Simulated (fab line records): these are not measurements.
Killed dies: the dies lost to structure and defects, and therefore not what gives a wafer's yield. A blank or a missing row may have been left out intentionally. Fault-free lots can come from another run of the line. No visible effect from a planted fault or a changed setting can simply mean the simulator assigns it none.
Which tool was responsible? :: flow nand harc :: Sampling: 13 lots, 39 wafers, 5 of 1302 route steps

== WHAT THE GAUGES READ, wafer by wafer ==
NHARC_A_M1_OVL_MEAS_10: pitch 240 nm. Usual: overlay x nm 0.3 nm, standard deviation 0.91; overlay y nm 0.0 nm, standard deviation 0.89.
lot: L692
measured: day 23 14:30
on: overlay-01
overlay x nm (nm): -0.1 -0.5 -0.3
overlay y nm (nm): -0.4 -0.5 -0.2
flag: 

lot: L691
measured: day 23 15:17
on: overlay-02
overlay x nm (nm): 1.3 1.4 1.1
overlay y nm (nm): -0.1 -0.4 0.0
flag: 

lot: L690
measured: day 24 01:57
on: overlay-02
overlay x nm (nm): -0.2 -0.1 -0.3
overlay y nm (nm): 0.5 0.3 0.3
flag: 

lot: L694
measured: day 24 11:03
on: overlay-02
overlay x nm (nm): -1.0 -0.5 -0.9
overlay y nm (nm): -0.3 -0.6 -0.3
flag: 

lot: L696
measured: day 24 18:29
on: overlay-02
overlay x nm (nm): 2.0 1.6 2.5
overlay y nm (nm): 0.0 1.2 0.6
flag: 

lot: L698
measured: day 25 20:32
on: overlay-01
overlay x nm (nm): 0.8 0.6 0.9
overlay y nm (nm): -0.9 -0.8 -0.1
flag: 

lot: L699
measured: day 26 10:40
on: overlay-01
overlay x nm (nm): -1.0 -0.5 -0.6
overlay y nm (nm): 1.3 1.2 1.8
flag: 

lot: L700
measured: day 26 23:44
on: overlay-02
overlay x nm (nm): 1.5 1.9 0.8
overlay y nm (nm): -0.7 -0.1 -0.4
flag: 

lot: L707
measured: day 29 11:16
on: overlay-01
overlay x nm (nm): 0.0 -0.5 -0.8
overlay y nm (nm): 0.8 1.2 0.8
flag: 

lot: L709
measured: day 30 11:13
on: overlay-02
overlay x nm (nm): -0.3 -1.1 -0.6
overlay y nm (nm): 0.7 0.6 1.1
flag: 

lot: L710
measured: day 31 07:44
on: overlay-01
overlay x nm (nm): -0.6 0.0 -0.6
overlay y nm (nm): 0.8 1.0 0.6
flag: 

lot: L711
measured: day 31 09:26
on: overlay-02
overlay x nm (nm): 1.1 1.3 0.6
overlay y nm (nm): -1.1 -1.3 -1.1
flag: 

lot: L712
measured: day 31 19:42
on: overlay-01
overlay x nm (nm): 0.1 0.1 0.7
overlay y nm (nm): -2.1 -1.8 -1.3
flag: 

NHARC_END_SORT_01. Usual: for defect limited yield, 90.7 % with a standard deviation of 2.9; for killed at array, 58 with a standard deviation of 20; for killed at other, 1.0 with a standard deviation of 1.2; for killed at periphery, 4.1 with a standard deviation of 3; for killed dies, 63 with a standard deviation of 20; for killed open, 3.2 with a standard deviation of 1.7; for killed short, 2.5 with a standard deviation of 1.5.
lot: L698
measured: day 27 08:33
on: prober-01
defect limited yield (%): 0 0 0
killed at array: 82 76 84
killed at other: 593 595 592
killed at periphery: 2 6 1
killed dies: 677 677 677
killed open: 6 5 1
killed short: 4 5 3
flag: OFF

lot: L699
measured: day 28 09:43
on: prober-02
defect limited yield (%): 0 0 0
killed at array: 58 45 59
killed at other: 615 629 616
killed at periphery: 4 3 2
killed dies: 677 677 677
killed open: 4 2 3
killed short: 2 0 1
flag: OFF

lot: L700
measured: day 28 16:56
on: prober-01
defect limited yield (%): 0 0 0
killed at array: 63 59 65
killed at other: 608 608 605
killed at periphery: 6 10 7
killed dies: 677 677 677
killed open: 2 5 6
killed short: 4 1 1
flag: OFF

lot: L707
measured: day 30 23:25
on: prober-01
defect limited yield (%): 87.7 84.6 85.4
killed at array: 81 99 99
killed at other: 0 2 0
killed at periphery: 2 3 0
killed dies: 83 104 99
killed open: 4 2 2
killed short: 5 6 3
flag: 

== TOOL THAT RAN EACH LOT (tool first, then ch and the chambers of the sampled wafers, then the start) ==
lot: L692
NHARC_A_M1_PRE_CLEAN_30: pvd sputter-02, day 23 21:53 or earlier
NHARC_HYBRID_BOND_ACTIVATE_00: rie diel-07 ch 0,1,2, day 23 21:53
NHARC_THIN_TSV_GRIND_00: grinder-01 ch 0, day 24 08:41

lot: L691
NHARC_A_M1_PRE_CLEAN_30: pvd sputter-03, day 23 22:47 or earlier
NHARC_HYBRID_BOND_ACTIVATE_00: rie diel-09 ch 0,1, day 23 22:47
NHARC_THIN_TSV_GRIND_00: grinder-01 ch 0, day 24 08:05

lot: L690
NHARC_A_M1_PRE_CLEAN_30: pvd sputter-02, day 24 09:22 or earlier
NHARC_HYBRID_BOND_ACTIVATE_00: rie diel-07 ch 1,2, day 24 09:22
NHARC_THIN_TSV_GRIND_00: grinder-01 ch 0, day 24 20:41

lot: L694
NHARC_A_M1_PRE_CLEAN_30: pvd sputter-01, day 24 18:29 or earlier
NHARC_HYBRID_BOND_ACTIVATE_00: rie diel-08 ch 0,1,3, day 24 18:29
NHARC_THIN_TSV_GRIND_00: grinder-01 ch 0, day 25 04:22

lot: L696
NHARC_A_M1_PRE_CLEAN_30: pvd sputter-02, day 25 02:03 or earlier
NHARC_HYBRID_BOND_ACTIVATE_00: rie diel-09 ch 1,2,3, day 25 02:03
NHARC_THIN_TSV_GRIND_00: grinder-01 ch 0, day 25 11:37

lot: L698
NHARC_A_M1_PRE_CLEAN_30: pvd sputter-03, day 26 04:10 or earlier
NHARC_HYBRID_BOND_ACTIVATE_00: rie diel-07 ch 1,2,3, day 26 04:10
NHARC_THIN_TSV_GRIND_00: grinder-01 ch 0, day 26 13:46

lot: L699
NHARC_A_M1_PRE_CLEAN_30: pvd sputter-03, day 26 18:17 or earlier
NHARC_HYBRID_BOND_ACTIVATE_00: rie diel-08 ch 0,2,3, day 26 18:17
NHARC_THIN_TSV_GRIND_00: grinder-01 ch 0, day 27 06:10

lot: L700
NHARC_A_M1_PRE_CLEAN_30: pvd sputter-01, day 27 07:34 or earlier
NHARC_HYBRID_BOND_ACTIVATE_00: rie diel-07 ch 0,2,3, day 27 07:34
NHARC_THIN_TSV_GRIND_00: grinder-01 ch 0, day 27 17:11

lot: L707
NHARC_A_M1_PRE_CLEAN_30: pvd sputter-02, day 29 19:03 or earlier
NHARC_HYBRID_BOND_ACTIVATE_00: rie diel-08 ch 1,2,3, day 29 19:03
NHARC_THIN_TSV_GRIND_00: grinder-01 ch 0, day 30 04:52

lot: L709
NHARC_A_M1_PRE_CLEAN_30: pvd sputter-03, day 30 18:38 or earlier
NHARC_HYBRID_BOND_ACTIVATE_00: rie diel-09 ch 2,3, day 30 18:38
NHARC_THIN_TSV_GRIND_00: grinder-01 ch 0, day 31 04:40

lot: L710
NHARC_A_M1_PRE_CLEAN_30: pvd sputter-03, day 31 15:04 or earlier
NHARC_HYBRID_BOND_ACTIVATE_00: rie diel-09 ch 0,1,2, day 31 15:04
NHARC_THIN_TSV_GRIND_00: grinder-01 ch 0, day 32 03:26

lot: L711
NHARC_A_M1_PRE_CLEAN_30: pvd sputter-01, day 31 16:56 or earlier
NHARC_HYBRID_BOND_ACTIVATE_00: rie diel-07 ch 1,2,3, day 31 16:56
NHARC_THIN_TSV_GRIND_00: grinder-01 ch 0, day 32 09:47

lot: L712
NHARC_A_M1_PRE_CLEAN_30: pvd sputter-01, day 32 03:40 or earlier
NHARC_HYBRID_BOND_ACTIVATE_00: rie diel-07 ch 0,1,3, day 32 03:40
NHARC_THIN_TSV_GRIND_00: grinder-01 ch 0, day 32 13:15
- NHARC_A_M1_PRE_CLEAN_30: time 30 s.
- NHARC_HYBRID_BOND_ACTIVATE_00: chemistry N2, time 60 s.
- NHARC_THIN_TSV_GRIND_00

== WHAT THE TOOLS THEMSELVES READ (means of the sampled wafers that have a number; where no wafer has one, the mark that the record gives instead) ==
NHARC_A_M1_PRE_CLEAN_30. Usual: heater power w at 412 W, with a standard deviation of 31.
lot: L692
tool: pvd sputter-02
heater power w (W): 397
flag: 

lot: L691
tool: pvd sputter-03
heater power w (W): 397
flag: 

lot: L690
tool: pvd sputter-02
heater power w (W): 399
flag: 

lot: L694
tool: pvd sputter-01
heater power w (W): 454
flag: 

lot: L696
tool: pvd sputter-02
heater power w (W): 404
flag: 

lot: L698
tool: pvd sputter-03
heater power w (W): 429
flag: 

lot: L699
tool: pvd sputter-03
heater power w (W): 411
flag: 

lot: L700
tool: pvd sputter-01
heater power w (W): 397
flag: 

lot: L707
tool: pvd sputter-02
heater power w (W): 407
flag: 

lot: L709
tool: pvd sputter-03
heater power w (W): 422
flag: 

lot: L710
tool: pvd sputter-03
heater power w (W): 418
flag: 

lot: L711
tool: pvd sputter-01
heater power w (W): 424
flag: 

lot: L712
tool: pvd sputter-01
heater power w (W): 448
flag: 

NHARC_HYBRID_BOND_ACTIVATE_00. Usual: drypump motor current A 5.6 A, standard deviation 0.4; mfc ar sccm 0.011 sccm, standard deviation 0.0095; oes product au 0.998 a.u., standard deviation 0.01; rf vpp V 64.0 V, standard deviation 0.87; showerhead plenum p Torr 1.75 Torr, standard deviation 0.078.
lot: L692
tool: rie diel-07
drypump motor current A (A): 5.5
mfc ar sccm (sccm): 0.013
oes product au (a.u.): 0.998
rf vpp V (V): 64.2
showerhead plenum p Torr (Torr): 1.83
flag: 

lot: L691
tool: rie diel-09
drypump motor current A (A): 5.6
mfc ar sccm (sccm): 0.020
oes product au (a.u.): 0.986
rf vpp V (V): 63.6
showerhead plenum p Torr (Torr): 1.70
flag: 

lot: L690
tool: rie diel-07
drypump motor current A (A): 5.2
mfc ar sccm (sccm): 0.015
oes product au (a.u.): 1.002
rf vpp V (V): 64.8
showerhead plenum p Torr (Torr): 1.81
flag: 

lot: L694
tool: rie diel-08
drypump motor current A (A): 5.5
mfc ar sccm (sccm): 0.003
oes product au (a.u.): 1.002
rf vpp V (V): 64.6
showerhead plenum p Torr (Torr): 1.72
flag: 

lot: L696
tool: rie diel-09
drypump motor current A (A): 5.5
mfc ar sccm (sccm): 0.020
oes product au (a.u.): 1.002
rf vpp V (V): 63.4
showerhead plenum p Torr (Torr): 1.72
flag: 

lot: L698
tool: rie diel-07
drypump motor current A (A): 5.2
mfc ar sccm (sccm): 0.016
oes product au (a.u.): 0.997
rf vpp V (V): 64.5
showerhead plenum p Torr (Torr): 1.78
flag: 

lot: L699
tool: rie diel-08
drypump motor current A (A): 5.4
mfc ar sccm (sccm): 0.003
oes product au (a.u.): 1.003
rf vpp V (V): 64.3
showerhead plenum p Torr (Torr): 1.71
flag: 

lot: L700
tool: rie diel-07
drypump motor current A (A): 5.5
mfc ar sccm (sccm): 0.011
oes product au (a.u.): 0.992
rf vpp V (V): 64.6
showerhead plenum p Torr (Torr): 1.79
flag: 

lot: L707
tool: rie diel-08
drypump motor current A (A): 5.5
mfc ar sccm (sccm): 0.000
oes product au (a.u.): 0.999
rf vpp V (V): 64.3
showerhead plenum p Torr (Torr): 1.71
flag: 

lot: L709
tool: rie diel-09
drypump motor current A (A): 5.6
mfc ar sccm (sccm): 0.015
oes product au (a.u.): 0.997
rf vpp V (V): 64.4
showerhead plenum p Torr (Torr): 1.71
flag: 

lot: L710
tool: rie diel-09
drypump motor current A (A): 5.7
mfc ar sccm (sccm): 0.015
oes product au (a.u.): 0.996
rf vpp V (V): 64.2
showerhead plenum p Torr (Torr): 1.76
flag: 

lot: L711
tool: rie diel-07
drypump motor current A (A): 5.1
mfc ar sccm (sccm): 0.016
oes product au (a.u.): 0.994
rf vpp V (V): 64.0
showerhead plenum p Torr (Torr): 1.76
flag: 

lot: L712
tool: rie diel-07
drypump motor current A (A): 5.4
mfc ar sccm (sccm): 0.014
oes product au (a.u.): 0.994
rf vpp V (V): 63.3
showerhead plenum p Torr (Torr): 1.78
flag: 

NHARC_THIN_TSV_GRIND_00. Usual: head pressure psi 3.998 psi, standard deviation 0.0099; motor current A 12.000 A, standard deviation 0.022.
lot: L692
tool: grinder-01
head pressure psi (psi): 3.998
motor current A (A): 11.974
flag: 

lot: L691
tool: grinder-01
head pressure psi (psi): 4.005
motor current A (A): 12.005
flag: 

lot: L690
tool: grinder-01
head pressure psi (psi): 3.998
motor current A (A): 11.981
flag: 

lot: L694
tool: grinder-01
head pressure psi (psi): 3.998
motor current A (A): 12.003
flag: 

lot: L696
tool: grinder-01
head pressure psi (psi): 3.994
motor current A (A): 12.001
flag: 

lot: L698
tool: grinder-01
head pressure psi (psi): 3.993
motor current A (A): 12.011
flag: 

lot: L699
tool: grinder-01
head pressure psi (psi): 3.993
motor current A (A): 12.012
flag: 

lot: L700
tool: grinder-01
head pressure psi (psi): 4.000
motor current A (A): 11.992
flag: 

lot: L707
tool: grinder-01
head pressure psi (psi): 4.006
motor current A (A): 12.004
flag: 

lot: L709
tool: grinder-01
head pressure psi (psi): 4.006
motor current A (A): 11.998
flag: 

lot: L710
tool: grinder-01
head pressure psi (psi): 3.990
motor current A (A): 12.003
flag: 

lot: L711
tool: grinder-01
head pressure psi (psi): 3.994
motor current A (A): 12.007
flag: 

lot: L712
tool: grinder-01
head pressure psi (psi): 3.987
motor current A (A): 12.017
flag: 

== THE ANSWER, worked out from the rows above alone ==
Rule: a lot counts as off when the mean over its wafers that have a number is more than 3 standard deviations away from the usual mean. Also off: a lot with no number at a reading for which 4 or more lots have one. Any other lot the step has rows for is counted as sound. First the gauges in route order, then the tools' own readings, where a lot's mean is used as printed above. At the first step where some lot is off, the reading lying furthest off is the one used; lots without a number count as furthest.
Off: L698, L699, L700, at NHARC_END_SORT_01 (killed at other). Neither off nor sound, because the step has no rows for them: L692, L691, L690, L694, L696, L709, L710, L711, L712.
A tool fits if, at a process step before that reading, it ran every lot that is off, and no sound lot after the first of them. Those tools and the gauges at NHARC_END_SORT_01 are tried in the same way. Because NHARC_A_M1_PRE_CLEAN_30 lacks a start for some lots, the hours and order of its lots are taken from NHARC_HYBRID_BOND_ACTIVATE_00. None of those tried fits.

== WHAT WAS PUT IN BY THE SIMULATOR ==
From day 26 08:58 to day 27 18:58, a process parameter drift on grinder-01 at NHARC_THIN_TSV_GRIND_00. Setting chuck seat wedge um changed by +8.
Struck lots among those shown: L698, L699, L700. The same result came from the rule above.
